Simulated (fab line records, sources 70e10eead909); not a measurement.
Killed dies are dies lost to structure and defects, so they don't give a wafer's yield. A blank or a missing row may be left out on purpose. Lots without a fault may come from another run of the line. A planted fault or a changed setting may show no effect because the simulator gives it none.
fab line records | flow nand_harc | part 1 of 2: steps 1 to 21 of 31
record lots=5 wafers=15 last_day=31
route steps=1302 shown A_STAIRCASE@818
lots that met no fault: from a run of the same line without faults
start_h: hours from the record's first day to the start of the lot's first wafer shown | wait_h: hours since the lot's step before | " the same as in the row above | L1.1+2: a row that stands for several wafers | - no value, or no start given | * or withheld: withheld | < > ~ a bound
route shown NAME@n: a module of which the file shows steps, and the number in the route of the first | usual: mean/standard deviation of fault-free wafers | same: alike in all rows | chamber/n: place in a boat | sites: the reading at each site | _std_site: their standard deviation | _edge_site: outer sites' mean less inner sites' | radius_mm: how far each site lies from the wafer's centre | mask NAME#n: copy n | behind: the tool/chamber that last shaped the wafer | hold: why the lot was held/for how many hours/how that ended | device: the transistor (n, p or np) that didn't switch | end of line: the same wafers' tests at the end of the route | a step without rows: its recipe alone | killed: dies lost to structure and defects at the first sort, not the wafer's yield | map: a wafer's dies, x killed, . not, _ none there
set.NAME: the setting as run; set.NAME@STEP: as run at that earlier step | model.NAME: the simulator's own value behind a step, which no gauge read
lots at some steps of the route; a table a step, a row a wafer
services: from which hour (start_h, from the record's first day; less than 0 if before it) a tool's chamber was out of use, for how many hours, and why
## steps
# step NHARC_A_STAIRCASE_HM_DEP_462
# recipe target_thk_a=8000 temp_c=400 material=aC
# usual throttle_valve_pct=35.001/0.0088
# columns lot.wafer tool chamber start_h wait_h throttle_valve_pct
L074.3 acl_dep-02 0 369.93 3.7 35.001
L074.5 " 0 " " 35.001
L074.6 " 0 " " 35.016
L075.1 acl_dep-01 0 384.46 0.5 35.008
L075.3 " 0 " " 35.000
L075.4 " 0 " " 34.995
L078.2 acl_dep-02 0 419.74 2.0 35.007
L078.4 " 0 " " 35.006
L078.6 " 0 " " 34.992
L085.4 acl_dep-01 0 484.39 1.8 35.002
L085.5 " 0 " " 35.005
L085.6 " 0 " " 35.002
L093.4 acl_dep-03 0 567.08 8.1 34.994
L093.5 " 0 " " 35.006
L093.6 " 0 " " 34.997
# step NHARC_A_STAIRCASE_DEP_301
# recipe target_thk_a=300 target_thk_nm=30 temp_c=400 pressure_torr=3.5 flow_sccm=200 rf_w=350 material=SiON
# usual heater_power_w=744/120
# columns lot.wafer tool chamber start_h wait_h heater_power_w since_wet_clean_h
L074.3 pecvd-02 0 371.21 1.0 761 131
L074.5 " 0 " " 751 -
L074.6 " 1 " " 1049 -
L075.3 pecvd-04 0 386.37 1.0 672 104
L075.1 " 1 " " 733 104
L075.4 " 0 " " 663 -
L078.2 pecvd-04 1 421.31 1.3 629 139
L078.4 " 1 " " 634 -
L078.6 " 2 " " 694 -
L085.6 pecvd-04 0 485.43 0.1 650 -
L085.5 " 1 " " 730 -
L085.4 " 2 " " 681 -
L093.6 pecvd-02 1 568.10 0.1 864 -
L093.5 " 2 " " 530 -
L093.4 " 0 " " 620 -
# step NHARC_A_STAIRCASE_DEHYDRATE_302
# recipe temp_c=150 time_s=120
# usual resist_line_temp_C=23.01/0.09
# columns lot.wafer tool chamber start_h wait_h resist_line_temp_C
L074.3 litho_track-07 0 371.45 0.2 23.08
L074.5 " 0 " " 23.11
L074.6 " 0 " " 22.94
L075.1 litho_track-03 0 386.62 0.2 23.16
L075.3 " 0 " " 23.07
L075.4 " 0 " " 23.02
L078.2 litho_track-03 0 421.55 0.2 22.95
L078.4 " 0 " " 23.14
L078.6 " 0 " " 22.84
L085.4 litho_track-03 0 485.62 0.1 23.08
L085.5 " 0 " " 23.18
L085.6 " 0 " " 23.04
L093.4 litho_track-02 0 568.29 0.1 22.95
L093.5 " 0 " " 22.91
L093.6 " 0 " " 22.77
# step NHARC_A_STAIRCASE_HMDS_303
# recipe time_s=30
# usual resist_line_temp_C=23.00/0.11
# columns lot.wafer tool chamber start_h wait_h resist_line_temp_C
L074.3 litho_track-07 0 - - 23.28
L074.5 " 0 " " 23.02
L074.6 " 0 " " 22.98
L075.1 litho_track-03 0 - - 22.91
L075.3 " 0 " " 22.76
L075.4 " 0 " " 22.99
L078.2 litho_track-03 0 - - 22.96
L078.4 " 0 " " 23.06
L078.6 " 0 " " 23.10
L085.4 litho_track-03 0 - - 22.94
L085.5 " 0 " " 23.04
L085.6 " 0 " " 22.85
L093.4 litho_track-02 0 - - 23.01
L093.5 " 0 " " 23.02
L093.6 " 0 " " 23.01
# step NHARC_A_STAIRCASE_COAT_304
# recipe spin_rpm=1200
# usual resist_line_temp_C=23.01/0.097
# columns lot.wafer tool chamber start_h wait_h resist_line_temp_C
L074.3 litho_track-07 0 - - 23.13
L074.5 " 0 " " 23.10
L074.6 " 0 " " 23.02
L075.1 litho_track-03 0 - - 22.95
L075.3 " 0 " " 23.15
L075.4 " 0 " " 22.98
L078.2 litho_track-03 0 - - 23.09
L078.4 " 0 " " 23.06
L078.6 " 0 " " 23.10
L085.4 litho_track-03 0 - - 23.00
L085.5 " 0 " " 23.11
L085.6 " 0 " " 23.04
L093.4 litho_track-02 0 - - 23.11
L093.5 " 0 " " 22.93
L093.6 " 0 " " 23.06
# step NHARC_A_STAIRCASE_SOFTBAKE_305
# recipe temp_c=135 time_s=170
# usual resist_line_temp_C=22.99/0.099
# columns lot.wafer tool chamber start_h wait_h resist_line_temp_C
L074.3 litho_track-07 0 - - 22.94
L074.5 " 0 " " 22.94
L074.6 " 0 " " 22.95
L075.1 litho_track-03 0 - - 23.16
L075.3 " 0 " " 22.97
L075.4 " 0 " " 23.02
L078.2 litho_track-03 0 - - 22.97
L078.4 " 0 " " 23.00
L078.6 " 0 " " 22.82
L085.4 litho_track-03 0 - - 23.05
L085.5 " 0 " " 22.93
L085.6 " 0 " " 22.86
L093.4 litho_track-02 0 - - 22.99
L093.5 " 0 " " 23.14
L093.6 " 0 " " 23.12
# step NHARC_A_STAIRCASE_EBR_306
# usual resist_line_temp_C=23.00/0.099
# columns lot.wafer tool chamber start_h wait_h resist_line_temp_C
L074.3 litho_track-07 0 - - 23.23
L074.5 " 0 " " 23.09
L074.6 " 0 " " 23.30
L075.1 litho_track-03 0 - - 22.88
L075.3 " 0 " " 22.92
L075.4 " 0 " " 23.05
L078.2 litho_track-03 0 - - 22.98
L078.4 " 0 " " 22.95
L078.6 " 0 " " 22.93
L085.4 litho_track-03 0 - - 23.00
L085.5 " 0 " " 23.02
L085.6 " 0 " " 22.98
L093.4 litho_track-02 0 - - 22.90
L093.5 " 0 " " 23.07
L093.6 " 0 " " 22.90
# step NHARC_A_STAIRCASE_EXPOSE_307
# recipe na=0.5 dose_mj=45.72 mask_id=CHOP_50
# usual stage_vel_mm_s=499.94/0.24
# columns lot.wafer tool chamber start_h wait_h mask stage_vel_mm_s
L074.3 krf_scanner-04 0 371.80 - CHOP_50#0 499.97
L074.5 " 0 " " CHOP_50#0 500.09
L074.6 " 0 " " CHOP_50#0 499.96
L075.1 krf_scanner-03 0 386.83 - CHOP_50#0 499.92
L075.3 " 0 " " CHOP_50#0 500.16
L075.4 " 0 " " CHOP_50#0 500.02
L078.2 krf_scanner-02 0 421.89 - CHOP_50#0 499.99
L078.4 " 0 " " CHOP_50#0 500.19
L078.6 " 0 " " CHOP_50#0 499.99
L085.4 krf_scanner-03 0 485.97 - CHOP_50#0 499.79
L085.5 " 0 " " CHOP_50#0 499.58
L085.6 " 0 " " CHOP_50#0 499.79
L093.4 krf_scanner-04 0 568.64 - CHOP_50#0 499.81
L093.5 " 0 " " CHOP_50#0 499.61
L093.6 " 0 " " CHOP_50#0 499.55
# step NHARC_A_STAIRCASE_PEB_308
# recipe peb_temp_c=115 peb_time_s=130
# usual resist_line_temp_C=23.02/0.12
# columns lot.wafer tool chamber start_h wait_h resist_line_temp_C
L074.3 litho_track-03 0 371.85 0.1 23.15
L074.5 " 0 " " 22.89
L074.6 " 0 " " 22.87
L075.1 litho_track-02 0 386.90 0.1 23.08
L075.3 " 0 " " 22.97
L075.4 " 0 " " 22.95
L078.2 litho_track-03 0 421.96 0.1 23.03
L078.4 " 0 " " 22.88
L078.6 " 0 " " 22.95
L085.4 litho_track-07 0 486.02 0.0 22.95
L085.5 " 0 " " 23.01
L085.6 " 0 " " 23.12
L093.4 litho_track-03 0 568.69 0.0 22.93
L093.5 " 0 " " 22.98
L093.6 " 0 " " 22.81
# step NHARC_A_STAIRCASE_DEVELOP_309
# recipe time_s=140
# usual resist_line_temp_C=22.99/0.1
# columns lot.wafer tool chamber start_h wait_h resist_line_temp_C
L074.3 litho_track-03 0 - - 23.06
L074.5 " 0 " " 23.07
L074.6 " 0 " " 22.94
L075.1 litho_track-02 0 - - 22.99
L075.3 " 0 " " 22.84
L075.4 " 0 " " 22.74
L078.2 litho_track-03 0 - - 22.97
L078.4 " 0 " " 22.88
L078.6 " 0 " " 23.02
L085.4 litho_track-07 0 - - 23.07
L085.5 " 0 " " 22.99
L085.6 " 0 " " 23.18
L093.4 litho_track-03 0 - - 23.06
L093.5 " 0 " " 22.83
L093.6 " 0 " " 22.83
# step NHARC_A_STAIRCASE_HARDBAKE_311
# recipe temp_c=120 time_s=140
# usual resist_line_temp_C=22.99/0.11
# columns lot.wafer tool chamber start_h wait_h resist_line_temp_C
L074.3 litho_track-07 0 372.08 - 22.94
L074.5 " 0 " " 22.96
L074.6 " 0 " " 23.06
L075.1 litho_track-07 0 387.12 - 22.97
L075.3 " 0 " " 22.95
L075.4 " 0 " " 22.81
L078.2 litho_track-03 0 422.18 - 22.83
L078.4 " 0 " " 23.05
L078.6 " 0 " " 23.07
L085.4 litho_track-02 0 486.25 - 22.86
L085.5 " 0 " " 22.82
L085.6 " 0 " " 23.03
L093.4 litho_track-07 0 568.92 - 23.02
L093.5 " 0 " " 22.90
L093.6 " 0 " " 22.94
# step NHARC_A_STAIRCASE_DESCUM_312
# recipe time_s=3 o2_flow_sccm=200 ar_flow_sccm=0 bias_power_w=0 chemistry=O2
# usual drypump_motor_current_A=5.7/0.35 oes_product_au=1.003/0.012 rf_vpp_V=57.8/0.95 showerhead_plenum_p_Torr=1.93/0.1 throttle_valve_pct=11.311/0.0089
# columns lot.wafer tool chamber start_h wait_h drypump_motor_current_A oes_product_au rf_hours_counter_h rf_vpp_V showerhead_plenum_p_Torr throttle_valve_pct
L074.3 rie_diel-01 0 372.16 - 5.4 0.986 44 58.3 1.93 11.309
L074.6 " 0 " " 5.4 0.986 - 56.3 1.93 11.302
L074.5 " 1 " " 6.4 1.002 - 56.7 1.81 11.327
L075.4 rie_diel-06 2 387.22 - 5.0 1.002 25 58.1 2.05 11.313
L075.1 " 3 " " 5.9 1.014 23 57.9 1.85 11.318
L075.3 " 0 " " 5.6 1.014 28 58.0 1.84 11.303
L078.2 rie_diel-06 3 422.26 - 5.9 1.012 32 55.8 1.85 11.307
L078.4 " 0 " " 5.6 1.008 38 57.6 1.84 11.310
L078.6 " 0 " " 5.6 0.999 - 57.5 1.84 11.312
L085.4 rie_diel-12 0 486.34 - 5.9 0.996 11 57.0 2.05 11.307
L085.5 " 2 " " 6.2 1.012 - 57.9 1.82 11.320
L085.6 " 3 " " 5.8 1.011 - 58.2 2.07 11.313
L093.4 rie_diel-01 2 569.02 - 5.7 0.997 0 58.7 2.08 11.320
L093.6 " 3 " " 5.8 0.988 - 57.1 2.04 11.320
L093.5 " 0 " " 5.4 0.979 - 55.9 1.92 11.289
# step NHARC_A_STAIRCASE_ETCH_313
# recipe cf4_flow_sccm=100 chf3_flow_sccm=30 ar_flow_sccm=0 rf_w=500 bias_w=200 chemistry=CF4/CHF3
# usual bias_w=200.1/0.62 cf4_flow_sccm=100.04/0.28 drypump_motor_current_A=5.8/0.32 oes_product_au=0.934/0.017 rf_vpp_V=370.9/2.7 showerhead_plenum_p_Torr=1.58/0.081 throttle_valve_pct=16.803/0.0097
# columns lot.wafer tool chamber start_h wait_h bias_w cf4_flow_sccm drypump_motor_current_A oes_product_au rf_hours_counter_h rf_vpp_V showerhead_plenum_p_Torr throttle_valve_pct
L074.3 rie_diel-01 1 372.28 0.1 201.3 99.64 6.4 0.935 51 368.7 1.49 16.803
L074.5 " 2 " " 200.1 100.29 5.7 0.931 - 368.9 1.47 16.809
L074.6 " 3 " " 199.2 99.67 5.8 0.922 - 374.1 1.69 16.800
L075.4 rie_diel-06 3 387.30 0.1 199.9 100.16 5.9 0.926 23 369.1 1.52 16.817
L075.1 " 0 " " 200.3 99.72 5.6 0.930 28 368.4 1.52 16.809
L075.3 " 2 " " 199.6 99.78 5.0 0.909 25 374.1 1.68 16.788
L078.2 rie_diel-06 2 422.35 0.1 199.5 100.35 5.0 0.930 35 373.9 1.68 16.789
L078.4 " 1 " " 199.7 99.81 5.7 0.922 27 371.6 1.57 16.792
L078.6 " 2 " " 200.4 100.31 5.0 0.926 - 375.0 1.68 16.808
L085.4 rie_diel-12 3 486.42 0.1 199.4 100.32 5.8 0.932 10 373.0 1.70 16.816
L085.5 " 2 " " 199.6 99.92 6.2 0.948 - 369.1 1.50 16.785
L085.6 " 3 " " 200.2 100.27 5.8 0.933 - 374.4 1.70 16.807
L093.4 rie_diel-01 0 569.08 0.1 200.5 99.78 5.4 0.944 0 371.4 1.58 16.817
L093.6 " 0 " " 201.2 99.83 5.4 0.955 - 371.4 1.58 16.790
L093.5 " 1 " " 200.5 100.41 6.3 0.982 - 367.6 1.48 16.811
# step NHARC_A_STAIRCASE_HM_OPEN_463
# recipe o2_flow_sccm=400 cos_flow_sccm=20 ar_flow_sccm=0 rf_w=500 bias_w=300 chemistry=O2/COS
# usual bias_w=300.1/0.87 drypump_motor_current_A=5.8/0.33 oes_product_au=1.003/0.012 rf_vpp_V=468/3.5 showerhead_plenum_p_Torr=3.14/0.16 throttle_valve_pct=28.330/0.0093
# columns lot.wafer tool chamber start_h wait_h bias_w drypump_motor_current_A oes_product_au rf_hours_counter_h rf_vpp_V showerhead_plenum_p_Torr throttle_valve_pct
L074.3 rie_diel-01 3 - - 300.1 5.8 0.999 45 472 3.35 28.333
L074.6 " 3 " " 300.9 5.8 0.996 - 472 3.35 28.335
L074.5 " 0 " " 301.5 5.4 0.981 - 468 3.15 28.341
L075.3 rie_diel-06 3 - - 298.5 5.9 1.008 23 466 3.02 28.325
L075.1 " 0 " " 301.1 5.6 1.008 28 466 3.01 28.350
L075.4 " 1 " " 299.1 5.7 0.997 15 467 3.12 28.338
L078.2 rie_diel-06 0 - - 301.5 5.6 1.005 38 466 3.00 28.340
L078.4 " 1 " " 300.4 5.7 1.000 27 468 3.12 28.321
L078.6 " 1 " " 300.1 5.7 0.996 - 467 3.12 28.327
L085.4 rie_diel-12 2 - - 298.6 6.2 1.023 10 465 2.98 28.339
L085.5 " 3 " " 299.5 5.8 1.021 - 472 3.37 28.345
L085.6 " 0 " " 299.5 5.9 0.994 - 470 3.34 28.336
L093.4 rie_diel-01 2 - - 300.3 5.7 1.011 0 473 3.37 28.330
L093.5 " 2 " " 299.5 5.7 1.003 - 471 3.37 28.351
L093.6 " 3 " " 299.6 5.8 1.001 - 470 3.32 28.331
# step NHARC_A_STAIRCASE_STRIP_464
# recipe o2_flow_sccm=400 cos_flow_sccm=20 ar_flow_sccm=0 bias_w=0 chemistry=O2/COS
# columns lot.wafer tool chamber start_h wait_h
L074.3+6+5 rie_diel-01 3,0,1 - -
L075.4+1+3 rie_diel-06 3,0,1 - -
L078.4+2+6 rie_diel-06 2,3,2 - -
L085.4+6+5 rie_diel-12 3,3,0 - -
L093.4+5+6 rie_diel-01 0,2,3 - -
# step NHARC_A_STAIRCASE_ETCH_453
# recipe target_depth_a=300 overetch_a=30 time_s=16.5 ion_energy_ev=100 cf4_flow_sccm=80 o2_flow_sccm=20 ar_flow_sccm=0 rf_w=300 bias_w=100 chemistry=CF4/O2
# usual bias_w=99.99/0.27 cf4_flow_sccm=79.98/0.24 drypump_motor_current_A=5.7/0.34 oes_product_au=1.002/0.012 rf_vpp_V=198.1/1.6 showerhead_plenum_p_Torr=1.35/0.069 throttle_valve_pct=13.397/0.0097
# columns lot.wafer tool chamber start_h wait_h bias_w cf4_flow_sccm drypump_motor_current_A oes_product_au rf_hours_counter_h rf_vpp_V showerhead_plenum_p_Torr throttle_valve_pct
L074.3 rie_diel-01 1 - - 99.79 79.92 6.4 1.006 51 197.4 1.26 13.414
L074.6 " 0 " " 99.92 80.24 5.4 0.985 - 199.6 1.35 13.387
L074.5 " 1 " " 99.93 80.53 6.4 1.008 - 196.3 1.26 13.398
L075.4 rie_diel-06 1 - - 100.01 79.93 5.7 1.000 15 198.1 1.34 13.405
L075.3 " 2 " " 99.75 80.09 5.0 0.992 25 200.0 1.43 13.407
L075.1 " 0 " " 100.67 80.18 5.6 0.999 28 197.8 1.29 13.402
L078.4 rie_diel-06 1 - - 100.45 80.09 5.7 1.001 27 197.7 1.33 13.402
L078.2 " 3 " " 100.05 79.71 5.9 1.015 32 196.9 1.29 13.399
L078.6 " 1 " " 100.21 79.75 5.7 0.982 - 197.8 1.33 13.382
L085.4 rie_diel-12 0 - - 99.82 80.03 5.9 0.982 11 199.7 1.43 13.395
L085.5 " 2 " " 100.04 79.90 6.2 1.008 - 197.0 1.27 13.414
L085.6 " 3 " " 99.90 79.70 5.8 1.012 - 199.7 1.44 13.381
L093.4 rie_diel-01 0 - - 100.20 80.02 5.4 0.983 0 196.9 1.34 13.402
L093.6 " 3 " " 99.62 80.21 5.8 0.998 - 200.3 1.42 13.398
L093.5 " 0 " " 100.34 79.85 5.4 0.972 - 199.5 1.34 13.380
# step NHARC_A_STAIRCASE_ETCH_315
# recipe target_depth_a=25000 time_s=607.1 ion_energy_ev=800 c4f8_flow_sccm=80 o2_flow_sccm=60 ar_flow_sccm=withheld rf_w=600 bias_w=3000 chemistry=C4F8/O2/Ar
# usual bias_w=2999/8.2 oes_product_au=0.933/0.012 rf_vpp_V=1830/13
# columns lot.wafer tool chamber start_h wait_h bias_w oes_product_au rf_hours_counter_h rf_vpp_V
L074.3 rie_diel-01 2 - - 2984 0.939 40 1809
L074.6 " 2 " " 3001 0.932 - 1809
L074.5 " 3 " " 3001 0.928 - 1845
L075.1 rie_diel-06 0 - - 2999 0.934 28 1817
L075.3 " 1 " " 3007 0.933 15 1826
L075.4 " 3 " " 3004 0.938 23 1819
L078.4 rie_diel-06 0 - - 3000 0.942 38 1816
L078.2 " 1 " " 3001 0.927 27 1827
L078.6 " 3 " " 3005 0.952 - 1819
L085.4 rie_diel-12 0 - - 2999 0.916 11 1844
L085.5 " 2 " " 2983 0.961 - 1815
L085.6 " 3 " " 3002 0.941 - 1848
L093.4 rie_diel-01 2 - - 3005 0.935 0 1847
L093.5 " 2 " " 2999 0.942 - 1847
L093.6 " 3 " " 3008 0.932 - 1842
# step NHARC_A_STAIRCASE_STRIP_316
# recipe o2_flow_sccm=500 ar_flow_sccm=0 bias_w=0 chemistry=O2
# usual drypump_motor_current_A=5.7/0.35 oes_product_au=1.002/0.012 rf_vpp_V=57.8/0.97 showerhead_plenum_p_Torr=3.55/0.18 throttle_valve_pct=17.036/0.0094
# same bias_w=0
# columns lot.wafer tool chamber start_h wait_h drypump_motor_current_A oes_product_au rf_hours_counter_h rf_vpp_V showerhead_plenum_p_Torr throttle_valve_pct
L074.3 rie_diel-01 2 - - 5.7 0.993 40 56.9 3.29 17.031
L074.5 " 3 " " 5.8 0.991 - 56.9 3.78 17.043
L074.6 " 0 " " 5.4 0.979 - 58.0 3.56 17.037
L075.4 rie_diel-06 0 - - 5.6 1.012 28 57.5 3.40 17.036
L075.1 " 1 " " 5.7 1.013 15 59.1 3.53 17.041
L075.3 " 3 " " 5.9 1.005 24 56.6 3.42 17.048
L078.2 rie_diel-06 3 - - 5.9 1.008 32 56.5 3.41 17.039
L078.4 " 0 " " 5.6 1.004 39 58.1 3.40 17.026
L078.6 " 3 " " 5.9 1.013 - 59.2 3.41 17.035
L085.4 rie_diel-12 1 - - 5.8 0.991 9 57.1 3.63 17.022
L085.5 " 0 " " 5.9 0.997 - 56.9 3.77 17.040
L085.6 " 1 " " 5.8 0.987 - 58.2 3.63 17.027
L093.4 rie_diel-01 2 - - 5.7 0.993 0 58.8 3.81 17.038
L093.5 " 0 " " 5.4 0.978 - 58.5 3.53 17.028
L093.6 " 1 " " 6.4 1.021 - 57.2 3.31 17.038
# step NHARC_A_STAIRCASE_STRIP_317
# recipe time_s=900 temp_c=130 chemistry=SPM
# columns lot.wafer tool chamber start_h wait_h
L074.6+3+5 wet_bench-02 4,7,0 373.53 -
L075.4+1+3 wet_bench-07 7,1,2 388.57 -
L078.6+4+2 wet_bench-04 5,6,0 423.60 -
L085.6+5+4 wet_bench-07 3,7,0 487.67 -
L093.4+6+5 wet_bench-04 1,2,5 570.33 -
# step NHARC_A_STAIRCASE_PRECLEAN_318
# recipe time_s=* temp_c=50 bath_age_min=0 chemistry=SC1
# columns lot.wafer tool chamber start_h wait_h
L074.6+3+5 wet_bench-02 4,7,0 - -
L075.4+1+3 wet_bench-07 7,1,2 - -
L078.6+4+2 wet_bench-04 5,6,0 - -
L085.6+5+4 wet_bench-07 3,7,0 - -
L093.4+6+5 wet_bench-04 1,2,5 - -
# step NHARC_A_STAIRCASE_SRD_329
# columns lot.wafer tool chamber start_h wait_h
L074.6+3+5 wet_bench-02 4,7,0 - -
L075.4+1+3 wet_bench-07 7,1,2 - -
L078.6+4+2 wet_bench-04 5,6,0 - -
L085.6+5+4 wet_bench-07 3,7,0 - -
L093.4+6+5 wet_bench-04 1,2,5 - -
